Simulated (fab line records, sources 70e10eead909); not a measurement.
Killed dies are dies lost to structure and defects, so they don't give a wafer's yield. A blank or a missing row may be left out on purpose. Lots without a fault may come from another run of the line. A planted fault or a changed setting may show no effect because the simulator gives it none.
A struck lot beside a sound one | flow nand_harc | 14 steps out of a route of 1302
Sound: wafers L593.3, L593.5, L593.6. Struck: wafers L604.2, L604.5, L604.6. The cause comes at the end.
At each step with rows: each side's tool, then ch and its chambers, then its first start. Under that, the readings that differ: sound wafers | struck wafers | difference of the means | sigmas: that difference in standard deviations of wafers without a fault.
alike: readings whose means differ by less than 2 such deviations, and words and numbers that are the same on both sides. not compared: withheld readings, readings that some wafer has no value for, bounds like >300 that may hide the same value, and numbers for which the record gives no deviation and whose values overlap.
The two part at a step that has a row with sigmas, a row that says differs or no value, or rows on one side only. Numbers that don't overlap but have no deviation are shown without sigmas and don't part them. A reading that every wafer of one side lacks parts them only if that side has two wafers or more.

first, 1 step without rows for these wafers: NHARC_A_CHANNEL_FILL_D2_ALD_15 (deposits SiNx, target thk 2 nm, pulse time 60 s, ald cycles 19).
NHARC_A_CHANNEL_FILL_D2_ALD_16: deposits SiO2, target thk 1.5 nm, pulse time 10 s, ald cycles 15.
  sound on ald_hk-01 ch 0,3, day 16 10:48; struck on ald_hk-01 ch 0,1,2, day 21 04:29
  alike: ald_cycles, heater_power_w, precursor_pulse_height_rel
  not compared: since_wet_clean_h
then, 2 steps without rows for these wafers: NHARC_A_CHANNEL_FILL_D2_ANNEAL_17 (time 1800 s); NHARC_A_CHANNEL_FILL_D2_CVD_18 (deposits poly-Si, target thk 3 nm).
NHARC_A_CHANNEL_FILL_D2_ETCHBACK_19: etches the open film in HBr/Cl2, target depth 5 nm, time 1.7 s.
  sound on rie_si-02 ch 0,3, day 16 22:57; struck on rie_si-02 ch 1,2, day 21 16:56
  alike: drypump_motor_current_A, oes_product_au, throttle_valve_pct
  not compared: rf_hours_counter_h
NHARC_A_CHANNEL_FILL_D2_ETCHBACK_20: etches the open film in C4F8/O2/Ar, target depth 27 nm, time 13.5 s.
  sound on rie_diel-05 ch 0,2, day 16 23:05; struck on rie_diel-02 ch 1,2,3, day 21 17:05
  alike: oes_product_au, rf_vpp_V
  not compared: rf_hours_counter_h
NHARC_A_CHANNEL_FILL_D2_STRIP_28: strips in O2, time 20 s.
  sound on rie_diel-05 ch 0,1,2, day 16 23:11; struck on rie_diel-02 ch 1,2, day 21 17:09
  alike: drypump_motor_current_A, oes_product_au, rf_vpp_V, showerhead_plenum_p_Torr, throttle_valve_pct
  not compared: rf_hours_counter_h
then, 4 steps without rows for these wafers: NHARC_A_CHANNEL_FILL_D2_PRECLEAN_21 (cleans in dHF, time 30 s); NHARC_A_CHANNEL_FILL_D2_SRD_23; NHARC_A_CHANNEL_FILL_D2_CVD_05 (deposits poly-Si, target thk 5 nm); NHARC_A_CHANNEL_FILL_D2_ANNEAL_22 (time 7200 s).
NHARC_A_CHANNEL_FILL_D2_ALD_25: deposits SiOx, target thk 60 nm, pulse time 10 s, ald cycles 600.
  sound on ald_hk-01 ch 1,2, day 17 11:29; struck on ald_hk-01 ch 1,2,3, day 22 08:20
  reading    | sound       | struck      | difference | sigmas
  ald_cycles | 600 600 600 | 917 917 917 | +317       |
  alike: heater_power_w, precursor_pulse_height_rel
  not compared: since_wet_clean_h
NHARC_A_CHANNEL_FILL_D2_ETCHBACK_08: etches the open film in C4F8, target depth 220 nm, time 110 s.
  sound on rie_diel-11 ch 0,3; struck on rie_diel-11 ch 2,3
  reading               | sound          | struck         | difference | sigmas
  oes_product_au (a.u.) | 1.02 1.00 1.01 | 0.92 0.93 0.93 | -0.08      | -2
  alike: rf_vpp_V
  not compared: rf_hours_counter_h
then, 1 step without rows for these wafers: NHARC_END_SORT_01.

WHERE THEY PART
Only at NHARC_A_CHANNEL_FILL_D2_ETCHBACK_08, within this record.

WHY: what the simulator had put in
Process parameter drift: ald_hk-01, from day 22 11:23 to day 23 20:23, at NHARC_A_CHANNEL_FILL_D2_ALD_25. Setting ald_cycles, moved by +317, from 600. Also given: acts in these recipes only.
